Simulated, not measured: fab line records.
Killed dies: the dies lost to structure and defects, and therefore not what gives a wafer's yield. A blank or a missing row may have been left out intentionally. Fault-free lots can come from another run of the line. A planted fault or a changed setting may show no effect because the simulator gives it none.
The tool behind it: which one? / flow nand_harc / Sampling: 12 lots, 36 wafers, 5 of 1302 route steps

## WHAT EACH GAUGE READ, for each wafer
NHARC_END_SORT_01.
lot=L423; measured=day 27 15:46; on=prober-01; defect_limited_yield (%)=74.7 84.6 82.6; killed_at_array=64 55 21; killed_at_other=0 0 0; killed_at_periphery=107 49 97; killed_dies=171 104 118; killed_open=6 3 4; killed_short=4 3 1
lot=L425; measured=day 27 23:59; on=prober-01; defect_limited_yield (%)=85.2 83.5 80.4; killed_at_array=45 45 33; killed_at_other=0 0 0; killed_at_periphery=55 67 100; killed_dies=100 112 133; killed_open=3 5 2; killed_short=2 2 1

## EACH LOT AND THE TOOL THAT RAN IT (in order: tool; ch and the chambers of the sampled wafers; start)
lot=L414; NHARC_P_M1_PVD_21=pvd_sputter-01, day 6 08:49; NHARC_A_BONDPAD_PRE_CLEAN_26=pvd_sputter-01, day 22 23:23 or earlier; NHARC_A_BONDPAD_CMP_19=cmp-04 ch 0,1,2, day 22 23:23; NHARC_THIN_TSV_CMP_21=cmp-02 ch 0,1, day 23 16:35
lot=L416; NHARC_P_M1_PVD_21=pvd_sputter-01, day 6 22:58; NHARC_A_BONDPAD_PRE_CLEAN_26=pvd_sputter-03, day 23 10:06 or earlier; NHARC_A_BONDPAD_CMP_19=cmp-01 ch 0,2, day 23 10:06; NHARC_THIN_TSV_CMP_21=cmp-01 ch 0,3, day 24 03:17
lot=L423; NHARC_P_M1_PVD_21=pvd_sputter-01, day 9 23:53; NHARC_A_BONDPAD_PRE_CLEAN_26=pvd_sputter-02, day 26 08:56 or earlier; NHARC_A_BONDPAD_CMP_19=cmp-03 ch 0,2,3, day 26 08:56; NHARC_THIN_TSV_CMP_21=cmp-01 ch 1,2,3, day 27 02:56
lot=L425; NHARC_P_M1_PVD_21=pvd_sputter-01, day 10 22:23; NHARC_A_BONDPAD_PRE_CLEAN_26=pvd_sputter-02, day 26 19:02 or earlier; NHARC_A_BONDPAD_CMP_19=cmp-04 ch 0,2,3, day 26 19:02; NHARC_THIN_TSV_CMP_21=cmp-01 ch 0,1,2, day 27 12:35
lot=L426; NHARC_P_M1_PVD_21=pvd_sputter-03, day 11 02:00; NHARC_A_BONDPAD_PRE_CLEAN_26=pvd_sputter-02, day 27 01:31 or earlier; NHARC_A_BONDPAD_CMP_19=cmp-04 ch 1,3, day 27 01:31; NHARC_THIN_TSV_CMP_21=cmp-02 ch 1,3, day 27 18:25
lot=L431; NHARC_P_M1_PVD_21=pvd_sputter-03, day 13 13:08; NHARC_A_BONDPAD_PRE_CLEAN_26=pvd_sputter-01, day 30 09:24 or earlier; NHARC_A_BONDPAD_CMP_19=cmp-04 ch 1,2, day 30 09:24; NHARC_THIN_TSV_CMP_21=cmp-03 ch 0,1,2, day 31 02:47
lot=L432; NHARC_P_M1_PVD_21=pvd_sputter-01, day 13 23:18; NHARC_A_BONDPAD_PRE_CLEAN_26=pvd_sputter-01, day 31 02:21 or earlier; NHARC_A_BONDPAD_CMP_19=cmp-04 ch 0,3, day 31 02:21; NHARC_THIN_TSV_CMP_21=cmp-03 ch 0,1,3, day 31 19:22
lot=L433; NHARC_P_M1_PVD_21=pvd_sputter-03, day 14 03:55; NHARC_A_BONDPAD_PRE_CLEAN_26=pvd_sputter-03, day 30 08:23 or earlier; NHARC_A_BONDPAD_CMP_19=cmp-03 ch 0,1,2, day 30 08:23; NHARC_THIN_TSV_CMP_21=cmp-01 ch 0,1, day 31 01:46
lot=L434; NHARC_P_M1_PVD_21=pvd_sputter-01, day 14 15:19; NHARC_A_BONDPAD_PRE_CLEAN_26=pvd_sputter-01, day 31 08:38 or earlier; NHARC_A_BONDPAD_CMP_19=cmp-04 ch 1,2,3, day 31 08:38; NHARC_THIN_TSV_CMP_21=cmp-01 ch 1,2, day 32 06:56
lot=L435; NHARC_P_M1_PVD_21=pvd_sputter-01, day 14 20:56; NHARC_A_BONDPAD_PRE_CLEAN_26=pvd_sputter-03, day 31 17:16 or earlier; NHARC_A_BONDPAD_CMP_19=cmp-04 ch 0,1,2, day 31 17:16; NHARC_THIN_TSV_CMP_21=cmp-01 ch 0,2, day 32 17:53
lot=L437; NHARC_P_M1_PVD_21=pvd_sputter-01, day 15 19:02; NHARC_A_BONDPAD_PRE_CLEAN_26=pvd_sputter-01, day 32 14:53 or earlier; NHARC_A_BONDPAD_CMP_19=cmp-03 ch 0,1, day 32 14:53; NHARC_THIN_TSV_CMP_21=cmp-02 ch 1,3, day 33 08:03
lot=L436; NHARC_P_M1_PVD_21=pvd_sputter-01, day 16 20:39; NHARC_A_BONDPAD_PRE_CLEAN_26=pvd_sputter-02, day 34 02:08 or earlier; NHARC_A_BONDPAD_CMP_19=cmp-01 ch 0,1,3, day 34 02:08; NHARC_THIN_TSV_CMP_21=cmp-03 ch 0,3, day 34 20:32
- NHARC_P_M1_PVD_21: deposits Cu, target thk 30 nm, time 20.49 s.
- NHARC_A_BONDPAD_PRE_CLEAN_26: time 30 s.
- NHARC_A_BONDPAD_CMP_19: polishes, t overpolish 30 s, cu recess touch 16 s, target thk 169.82 nm.
- NHARC_THIN_TSV_CMP_21: polishes, t overpolish 30 s, target thk 2000 nm.

## AS READ BY THE TOOLS THEMSELVES (means over the sampled wafers that have a number; for cases with no such wafer, the mark the record gives instead)
NHARC_P_M1_PVD_21.
lot=L414; tool=pvd_sputter-01; throttle_valve_pct (%)=30.2
lot=L416; tool=pvd_sputter-01; throttle_valve_pct (%)=29.3
lot=L423; tool=pvd_sputter-01; throttle_valve_pct (%)=28.8
lot=L425; tool=pvd_sputter-01; throttle_valve_pct (%)=29.8
lot=L426; tool=pvd_sputter-03; throttle_valve_pct (%)=32.0
lot=L431; tool=pvd_sputter-03; throttle_valve_pct (%)=31.6
lot=L432; tool=pvd_sputter-01; throttle_valve_pct (%)=29.3
lot=L433; tool=pvd_sputter-03; throttle_valve_pct (%)=31.7
lot=L434; tool=pvd_sputter-01; throttle_valve_pct (%)=30.8
lot=L435; tool=pvd_sputter-01; throttle_valve_pct (%)=29.9
lot=L437; tool=pvd_sputter-01; throttle_valve_pct (%)=28.7
lot=L436; tool=pvd_sputter-01; throttle_valve_pct (%)=29.3

NHARC_A_BONDPAD_PRE_CLEAN_26.
lot=L414; tool=pvd_sputter-01; heater_power_w (W)=436
lot=L416; tool=pvd_sputter-03; heater_power_w (W)=442
lot=L423; tool=pvd_sputter-02; heater_power_w (W)=431
lot=L425; tool=pvd_sputter-02; heater_power_w (W)=409
lot=L426; tool=pvd_sputter-02; heater_power_w (W)=399
lot=L431; tool=pvd_sputter-01; heater_power_w (W)=408
lot=L432; tool=pvd_sputter-01; heater_power_w (W)=392
lot=L433; tool=pvd_sputter-03; heater_power_w (W)=421
lot=L434; tool=pvd_sputter-01; heater_power_w (W)=381
lot=L435; tool=pvd_sputter-03; heater_power_w (W)=398
lot=L437; tool=pvd_sputter-01; heater_power_w (W)=420
lot=L436; tool=pvd_sputter-02; heater_power_w (W)=448

NHARC_A_BONDPAD_CMP_19.
lot=L414; tool=cmp-04; motor_current_A (A)=11.8; overpolish_run_s (s)=29.997; slurry_filter_dp_kPa (kPa)=13.37
lot=L416; tool=cmp-01; motor_current_A (A)=12.4; overpolish_run_s (s)=29.997; slurry_filter_dp_kPa (kPa)=13.33
lot=L423; tool=cmp-03; motor_current_A (A)=12.2; overpolish_run_s (s)=30.010; slurry_filter_dp_kPa (kPa)=13.58
lot=L425; tool=cmp-04; motor_current_A (A)=11.8; overpolish_run_s (s)=29.997; slurry_filter_dp_kPa (kPa)=13.42
lot=L426; tool=cmp-04; motor_current_A (A)=12.7; overpolish_run_s (s)=30.006; slurry_filter_dp_kPa (kPa)=13.49
lot=L431; tool=cmp-04; motor_current_A (A)=12.3; overpolish_run_s (s)=29.999; slurry_filter_dp_kPa (kPa)=13.42
lot=L432; tool=cmp-04; motor_current_A (A)=11.0; overpolish_run_s (s)=30.001; slurry_filter_dp_kPa (kPa)=13.49
lot=L433; tool=cmp-03; motor_current_A (A)=12.0; overpolish_run_s (s)=30.001; slurry_filter_dp_kPa (kPa)=13.46
lot=L434; tool=cmp-04; motor_current_A (A)=12.6; overpolish_run_s (s)=30.004; slurry_filter_dp_kPa (kPa)=13.57
lot=L435; tool=cmp-04; motor_current_A (A)=12.3; overpolish_run_s (s)=29.998; slurry_filter_dp_kPa (kPa)=13.51
lot=L437; tool=cmp-03; motor_current_A (A)=11.0; overpolish_run_s (s)=30.003; slurry_filter_dp_kPa (kPa)=13.55
lot=L436; tool=cmp-01; motor_current_A (A)=12.5; overpolish_run_s (s)=30.002; slurry_filter_dp_kPa (kPa)=13.40

NHARC_THIN_TSV_CMP_21.
lot=L414; tool=cmp-02; motor_current_A (A)=12.9; overpolish_run_s (s)=30.004; slurry_filter_dp_kPa (kPa)=13.38
lot=L416; tool=cmp-01; motor_current_A (A)=13.1; overpolish_run_s (s)=29.994; slurry_filter_dp_kPa (kPa)=13.55
lot=L423; tool=cmp-01; motor_current_A (A)=11.9; overpolish_run_s (s)=29.987; slurry_filter_dp_kPa (kPa)=13.68
lot=L425; tool=cmp-01; motor_current_A (A)=11.8; overpolish_run_s (s)=29.999; slurry_filter_dp_kPa (kPa)=13.54
lot=L426; tool=cmp-02; motor_current_A (A)=11.1; overpolish_run_s (s)=30.003; slurry_filter_dp_kPa (kPa)=13.44
lot=L431; tool=cmp-03; motor_current_A (A)=12.3; overpolish_run_s (s)=29.997; slurry_filter_dp_kPa (kPa)=13.68
lot=L432; tool=cmp-03; motor_current_A (A)=11.6; overpolish_run_s (s)=29.997; slurry_filter_dp_kPa (kPa)=13.45
lot=L433; tool=cmp-01; motor_current_A (A)=12.9; overpolish_run_s (s)=29.993; slurry_filter_dp_kPa (kPa)=13.38
lot=L434; tool=cmp-01; motor_current_A (A)=11.0; overpolish_run_s (s)=30.003; slurry_filter_dp_kPa (kPa)=13.46
lot=L435; tool=cmp-01; motor_current_A (A)=11.9; overpolish_run_s (s)=29.996; slurry_filter_dp_kPa (kPa)=13.46
lot=L437; tool=cmp-02; motor_current_A (A)=11.1; overpolish_run_s (s)=30.006; slurry_filter_dp_kPa (kPa)=13.43
lot=L436; tool=cmp-03; motor_current_A (A)=11.9; overpolish_run_s (s)=29.994; slurry_filter_dp_kPa (kPa)=13.58

## THE ANSWER, worked out from the rows above alone
Rule: usual is defined by the lots themselves. Put in order of their means at a reading, lots are off if they are a third of the lots or fewer, leave a main group of 4 or more, and stand apart from it by a gap of 3 or more times the standard deviation of the main group's means; of several such gaps the widest counts. If all means in a main group match to the digits the tables above print for the reading, that group is not used. A lot without any number at a reading at which 4 lots or more have one is off too. All remaining lots with rows at the step are treated as sound. First the gauges in route order, then the tools' own readings, where a lot's mean is used as printed above. At the first step where some lot is off, the reading lying furthest off is the one used; lots without a number count as furthest.
None of the lots is off at any reading shown; this tells nothing.

## WHAT HAD BEEN PUT IN BY THE SIMULATOR
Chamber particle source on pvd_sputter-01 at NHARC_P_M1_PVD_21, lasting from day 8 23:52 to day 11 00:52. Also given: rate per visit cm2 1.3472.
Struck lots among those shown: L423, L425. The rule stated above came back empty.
